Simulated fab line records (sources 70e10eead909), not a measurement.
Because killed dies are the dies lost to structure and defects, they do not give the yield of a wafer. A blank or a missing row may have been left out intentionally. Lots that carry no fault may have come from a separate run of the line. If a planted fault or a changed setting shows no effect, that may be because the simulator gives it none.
Comparing a struck lot with a sound one + flow nandHarc + 14 steps out of a route of 1159
Sound: wafers L376.3, L376.4, L376.6. Wafers struck: L387.4, L387.5, L387.6. The cause is given at the end.
Per side, at each step with rows, come the tool, then ch with its chambers, and then its first start. Under that, the readings that differ: sound wafers + struck wafers + difference of the means + sigmas: that difference in standard deviations of wafers without a fault.
alike: words and numbers the same on both sides, and readings whose means are apart by under 2 such deviations; not compared: readings that were withheld, readings missing a value for some wafer, numbers with overlapping values and no deviation given by the record, and bounds like >300 which may hide the same value.
A row with sigmas, a row that says differs or no value, or rows on one side alone: a step with any of these is where the two part. When numbers do not overlap yet have no deviation, they are printed without sigmas and do not part them. A reading missing from all wafers of one side parts the sides only when that side holds two or more wafers.

first, 6 steps without rows for these wafers: NHARC_A_CHANNEL_HOLE_D1_COAT_04 (resist thk 90 nm); NHARC_A_CHANNEL_HOLE_D1_SOFTBAKE_05 (time 55 s); NHARC_A_CHANNEL_HOLE_D1_EBR_06; NHARC_A_CHANNEL_HOLE_D1_EXPOSE_07 (exposes mask HOLE D1, target cd 100 nm); NHARC_A_CHANNEL_HOLE_D1_PEB_08 (peb time 65 s); NHARC_A_CHANNEL_HOLE_D1_DEVELOP_09 (develop time 35 s).
NHARC_A_CHANNEL_HOLE_D1_CD_MEAS_10: the cd target is 100 nm.
  sound on cdSem-03 ch 0, day 8 17:31; struck on cdSem-01 ch 0, day 11 08:45
  alike: cdNm
NHARC_A_CHANNEL_HOLE_D1_OVL_MEAS_11:
  struck on overlay-02, day 11 08:50; sound on overlay-02, day 8 17:37
  alike: overlayXNm, overlayYNm
NHARC_A_CHANNEL_HOLE_D1_INSPECT_12:
  struck on defectInspect-01, day 11 08:52; sound on defectInspect-02, day 8 17:38
  alike: rawDefectCount
NHARC_A_CHANNEL_HOLE_D1_DESCUM_15: chemistry O2, time 3 s.
  sound on rieDiel-10 ch 0,2, day 8 17:43; struck on rieDiel-12 ch 0,1, day 11 08:56
  alike: drypumpMotorCurrentA, o2FlowSccm, oesProductAu, rfVppV, showerheadPlenumPTorr, throttleValvePct
  not compared: rfHoursCounterH
NHARC_A_CHANNEL_HOLE_D1_ETCH_38: etches the open film in CF4, target depth 39 nm, time 65 s.
  sound on rieDiel-10 ch 0,2, day 8 17:47; struck on rieDiel-12 ch 0,1, day 11 09:01
| reading                      | sound             | struck            | difference | sigmas |
|------------------------------|-------------------|-------------------|------------|--------|
| oesProductAu (a.u.)          | 0.984 0.980 0.976 | 1.015 1.008 0.985 | +0.023     | +2     |
| showerheadPlenumPTorr (Torr) | 1.70 1.75 1.70    | 1.90 1.90 1.77    | +0.14      | +2     |
  alike: drypumpMotorCurrentA, rfFwdPowerW, rfVppV, throttleValvePct
  not compared: rfHoursCounterH
NHARC_A_CHANNEL_HOLE_D1_ETCH_39: etches the open film in N2/H2, target depth 260 nm, time 325 s.
  sound on rieDiel-10 ch 0,1; struck on rieDiel-12 ch 0,1
  alike: drypumpMotorCurrentA, oesProductAu, rfFwdPowerW, rfVppV, showerheadPlenumPTorr, throttleValvePct
  not compared: rfHoursCounterH
NHARC_A_CHANNEL_HOLE_D1_ETCH_34: etches the open film in CF4/CHF3, target depth 154 nm, time 77 s.
  sound on rieDiel-10 ch 0,1,3, day 8 18:09; struck on rieDiel-12 ch 0,3, day 11 09:22
| reading                      | sound             | struck            | difference | sigmas |
|------------------------------|-------------------|-------------------|------------|--------|
| oesProductAu (a.u.)          | 0.951 0.952 0.988 | 0.874 0.851 0.867 | -0.100     | -5     |
| showerheadPlenumPTorr (Torr) | 1.51 1.49 1.64    | 1.69 1.65 1.69    | +0.13      | +2     |
  alike: drypumpMotorCurrentA, rfFwdPowerW, rfVppV, throttleValvePct
  not compared: rfHoursCounterH
NHARC_A_CHANNEL_HOLE_D1_ETCH_16: etches the open film in O2/COS, target depth 3100 nm, time 806 s.
  sound on rieDiel-10 ch 1,2; struck on rieDiel-12 ch 0,3
  alike: drypumpMotorCurrentA, o2FlowSccm, oesProductAu, rfFwdPowerW, rfVppV, showerheadPlenumPTorr, throttleValvePct
  not compared: rfHoursCounterH

## WHERE THEY PART
First at NHARC_A_CHANNEL_HOLE_D1_ETCH_38; last, within this record, at NHARC_A_CHANNEL_HOLE_D1_ETCH_34. Later steps at which nothing parts them and some readings are alike: NHARC_A_CHANNEL_HOLE_D1_ETCH_16.

WHY: what the simulator had put in
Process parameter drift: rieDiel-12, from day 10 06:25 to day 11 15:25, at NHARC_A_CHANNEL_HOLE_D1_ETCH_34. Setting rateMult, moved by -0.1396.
